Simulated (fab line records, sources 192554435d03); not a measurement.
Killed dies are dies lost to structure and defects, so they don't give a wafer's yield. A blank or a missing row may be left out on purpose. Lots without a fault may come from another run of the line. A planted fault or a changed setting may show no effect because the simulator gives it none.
Which tool did it? | flow n5_finfet | 11 lots, 33 wafers sampled, at 5 steps of a route of 1938

WHAT THE GAUGES READ, wafer by wafer
The record holds no reading of a measuring or inspecting step that can be judged against a usual standard deviation.

WHICH TOOL RAN EACH LOT (tool, then ch and the chambers of the sampled wafers, then the start)
lot  | N5_MIM_TOP_ALD_02                           | N5_MIM_TOP_SPUTTER_03        | N5_MIM_TOP_ETCH_STRIP_01           | N5_MIM_BOT_ETCH_ETCH_03           | N5_PASSIVATION_PROBE_49
L114 | ald_hk-02 ch 1,2, day 11 12:17 or earlier   | pvd_sputter-01, day 11 12:17 | rie_diel-03 ch 0,1, day 11 13:16   | rie_metal-01 ch 0,1, day 11 13:57 | -
L115 | ald_hk-02 ch 2,3, day 11 17:10 or earlier   | pvd_sputter-01, day 11 17:10 | rie_diel-02 ch 1,2,3, day 11 18:10 | rie_metal-02 ch 0,1, day 11 18:57 | -
L119 | ald_hk-03 ch 1,2,3, day 12 16:54 or earlier | pvd_sputter-01, day 12 16:54 | rie_diel-03 ch 1,2,3, day 12 17:48 | rie_metal-02 ch 0,1, day 12 18:28 | -
L117 | ald_hk-02 ch 0,2,3, day 12 19:46 or earlier | pvd_sputter-03, day 12 19:46 | rie_diel-02 ch 0,1,2, day 12 20:39 | rie_metal-03 ch 1, day 12 21:19   | -
L120 | ald_hk-01 ch 0,1, day 13 02:17 or earlier   | pvd_sputter-03, day 13 02:17 | rie_diel-03 ch 0,3, day 13 03:28   | rie_metal-03 ch 1, day 13 04:25   | -
L121 | ald_hk-03 ch 0,1,2, day 13 11:21 or earlier | pvd_sputter-01, day 13 11:21 | rie_diel-03 ch 0,1, day 13 12:11   | rie_metal-02 ch 0,1, day 13 12:50 | -
L123 | ald_hk-01 ch 0,2, day 13 17:35 or earlier   | pvd_sputter-03, day 13 17:35 | rie_diel-01 ch 0,1,2, day 13 18:19 | rie_metal-02 ch 0,1, day 13 18:59 | -
L122 | ald_hk-03 ch 2,3, day 14 01:25 or earlier   | pvd_sputter-03, day 14 01:25 | rie_diel-03 ch 0,2, day 14 02:16   | rie_metal-03 ch 0,1, day 14 03:11 | -
L130 | ald_hk-03 ch 0,2, day 16 20:23 or earlier   | pvd_sputter-03, day 16 20:23 | rie_diel-02 ch 1,2, day 16 21:17   | rie_metal-02 ch 0,1, day 16 22:14 | -
L133 | ald_hk-03 ch 2,3, day 16 21:26 or earlier   | pvd_sputter-03, day 16 21:26 | rie_diel-03 ch 0,2, day 16 22:17   | rie_metal-02 ch 0,1, day 16 22:56 | prober-02, day 17 07:49
L137 | ald_hk-02 ch 2,3, day 18 15:16 or earlier   | pvd_sputter-02, day 18 15:16 | rie_diel-02 ch 0,1,2, day 18 15:58 | rie_metal-01 ch 0,1, day 18 16:47 | -
- N5_MIM_TOP_ALD_02: deposits Al2O3, purge time 3 s, co reactant pulse time 3 s.
- N5_MIM_TOP_SPUTTER_03: material TiN, target thk 35 nm, time 89.7 s.
- N5_MIM_TOP_ETCH_STRIP_01: strips in O2.
- N5_MIM_BOT_ETCH_ETCH_03: etches the open film in Cl2/BCl3, target depth 12 nm.
- N5_PASSIVATION_PROBE_49

WHAT THE TOOLS THEMSELVES READ (means of the sampled wafers that have a number; where no wafer has one, the mark that the record gives instead)
N5_MIM_TOP_ALD_02. Usual: precursor_pulse_height_rel 0.998, standard deviation 0.021.
lot  | tool      | precursor_pulse_height_rel | flag
L114 | ald_hk-02 | 1.017                      |
L115 | ald_hk-02 | 0.975                      |
L119 | ald_hk-03 | 0.997                      |
L117 | ald_hk-02 | 0.987                      |
L120 | ald_hk-01 | 0.997                      |
L121 | ald_hk-03 | 0.990                      |
L123 | ald_hk-01 | 0.995                      |
L122 | ald_hk-03 | 1.004                      |
L130 | ald_hk-03 | 0.998                      |
L133 | ald_hk-03 | 1.006                      |
L137 | ald_hk-02 | 0.992                      |

N5_MIM_TOP_SPUTTER_03. Usual: throttle_valve_pct 29.9 %, standard deviation 0.9.
lot  | tool           | throttle_valve_pct (%) | flag
L114 | pvd_sputter-01 | 30.3                   |
L115 | pvd_sputter-01 | 30.4                   |
L119 | pvd_sputter-01 | 29.6                   |
L117 | pvd_sputter-03 | 30.9                   |
L120 | pvd_sputter-03 | 29.8                   |
L121 | pvd_sputter-01 | 29.9                   |
L123 | pvd_sputter-03 | 30.1                   |
L122 | pvd_sputter-03 | 29.9                   |
L130 | pvd_sputter-03 | 30.6                   |
L133 | pvd_sputter-03 | 30.2                   |
L137 | pvd_sputter-02 | 29.2                   |

N5_MIM_TOP_ETCH_STRIP_01. Usual: drypump_motor_current_A 5.5 A, standard deviation 0.39; oes_product_au 0.84 a.u., standard deviation 0.12; rf_vpp_V 3.8 V, standard deviation 1.3; showerhead_plenum_p_Torr 2.10 Torr, standard deviation 0.069; throttle_valve_pct 16.70 %, standard deviation 0.27.
lot  | tool        | drypump_motor_current_A (A) | oes_product_au (a.u.) | rf_vpp_V (V) | showerhead_plenum_p_Torr (Torr) | throttle_valve_pct (%) | flag
L114 | rie_diel-03 | 5.7                         | 0.71                  | 4.7          | 2.10                            | 17.09                  |
L115 | rie_diel-02 | 5.8                         | 0.77                  | 4.2          | 2.10                            | 16.66                  |
L119 | rie_diel-03 | 5.3                         | 0.81                  | 4.4          | 2.07                            | 16.84                  |
L117 | rie_diel-02 | 5.6                         | 0.74                  | 3.8          | 2.04                            | 16.73                  |
L120 | rie_diel-03 | 5.3                         | 0.82                  | 3.6          | 2.09                            | 16.83                  |
L121 | rie_diel-03 | 5.6                         | 0.91                  | 4.6          | 2.10                            | 16.79                  |
L123 | rie_diel-01 | 6.0                         | 0.90                  | 3.6          | 2.14                            | 16.40                  |
L122 | rie_diel-03 | 5.4                         | 0.97                  | 3.5          | 2.14                            | 16.54                  |
L130 | rie_diel-02 | 5.8                         | 0.84                  | 3.0          | 2.18                            | 16.43                  |
L133 | rie_diel-03 | 5.4                         | 0.93                  | 4.2          | 2.13                            | 16.54                  |
L137 | rie_diel-02 | 5.7                         | 0.87                  | 2.9          | 2.11                            | 16.48                  |

N5_MIM_BOT_ETCH_ETCH_03. Usual: bias_w 100.00 W, standard deviation 0.29; drypump_motor_current_A 5.55 A, standard deviation 0.2; oes_product_au 0.80 a.u., standard deviation 0.066; throttle_valve_pct 27.68 %, standard deviation 0.24.
lot  | tool         | bias_w (W) | drypump_motor_current_A (A) | oes_product_au (a.u.) | throttle_valve_pct (%) | flag
L114 | rie_metal-01 | 100.05     | 5.68                        | 0.81                  | 27.48                  |
L115 | rie_metal-02 | 100.21     | 5.45                        | 0.88                  | 27.69                  |
L119 | rie_metal-02 | 100.09     | 5.37                        | 0.86                  | 27.83                  |
L117 | rie_metal-03 | 99.98      | 5.50                        | 0.65                  | 28.10                  |
L120 | rie_metal-03 | 99.98      | 5.48                        | 0.65                  | 28.11                  |
L121 | rie_metal-02 | 99.95      | 5.38                        | 0.86                  | 27.83                  |
L123 | rie_metal-02 | 99.85      | 5.39                        | 0.85                  | 27.83                  |
L122 | rie_metal-03 | 99.74      | 5.40                        | 0.68                  | 27.91                  |
L130 | rie_metal-02 | 93.71      | 5.44                        | 0.82                  | 27.70                  | OFF
L133 | rie_metal-02 | 93.63      | 5.43                        | 0.82                  | 27.70                  | OFF
L137 | rie_metal-01 | 100.21     | 5.82                        | 0.75                  | 27.51                  |

N5_PASSIVATION_PROBE_49. Usual: defect_limited_yield 91.1 %, standard deviation 1.5; killed_at_M0_to_M3 37, standard deviation 11; killed_at_M4_up 13, standard deviation 5.6; killed_at_contacts 12, standard deviation 5.6; killed_at_front_end 39, standard deviation 11; killed_at_other 4, standard deviation 3.1; killed_dies 105, standard deviation 18; killed_open 69, standard deviation 13; killed_short 35, standard deviation 7.4; sort_bin_4_leakage 0.00 %, standard deviation 0.022; sort_bin_5_function 5.1 %, standard deviation 0.92; sort_bin_6_memory 3.4 %, standard deviation 0.76; sort_bin_8_speed 0.02 %, standard deviation 0.11; sort_n_pass 1075, standard deviation 18; sort_yield_pct 91.1 %, standard deviation 1.5.
lot  | tool      | defect_limited_yield (%) | killed_at_M0_to_M3 | killed_at_M4_up | killed_at_contacts | killed_at_front_end | killed_at_other | killed_dies | killed_open | killed_short | sort_bin_4_leakage (%) | sort_bin_5_function (%) | sort_bin_6_memory (%) | sort_bin_8_speed (%) | sort_n_pass | sort_yield_pct (%) | flag
L133 | prober-02 | 88.9                     | 53                 | 17              | 11                 | 47                  | 4               | 131         | 90          | 40           | 0.00                   | 6.9                     | 3.5                   | 0.00                 | 1049        | 88.9               |

THE ANSWER, worked out from the rows above alone
Rule: a lot is off if the mean of its wafers that have a number lies more than 3 standard deviations from the usual mean. A lot without any number at a reading at which 4 lots or more have one is off too. The other lots that the step has rows for count as sound. The gauges are gone through in route order, then the tools' own readings, and for those a lot's mean is taken as printed above. The first step at which some lot is off is used, and at that step the reading that is off furthest; a lot without a number counts as furthest.
Off: L130, L133, at N5_MIM_BOT_ETCH_ETCH_03 (bias_w).
A tool fits if, at that step or a process step before it, it ran every lot that is off, and no sound lot after the first of them. N5_MIM_TOP_ALD_02 gives no start for some lots, so the hours and the order of its lots are those of N5_MIM_TOP_SPUTTER_03. Can't be told from this: 3 tools fit, ald_hk-03 at N5_MIM_TOP_ALD_02, pvd_sputter-03 at N5_MIM_TOP_SPUTTER_03, rie_metal-02 at N5_MIM_BOT_ETCH_ETCH_03.

WHAT THE SIMULATOR HAD PUT IN
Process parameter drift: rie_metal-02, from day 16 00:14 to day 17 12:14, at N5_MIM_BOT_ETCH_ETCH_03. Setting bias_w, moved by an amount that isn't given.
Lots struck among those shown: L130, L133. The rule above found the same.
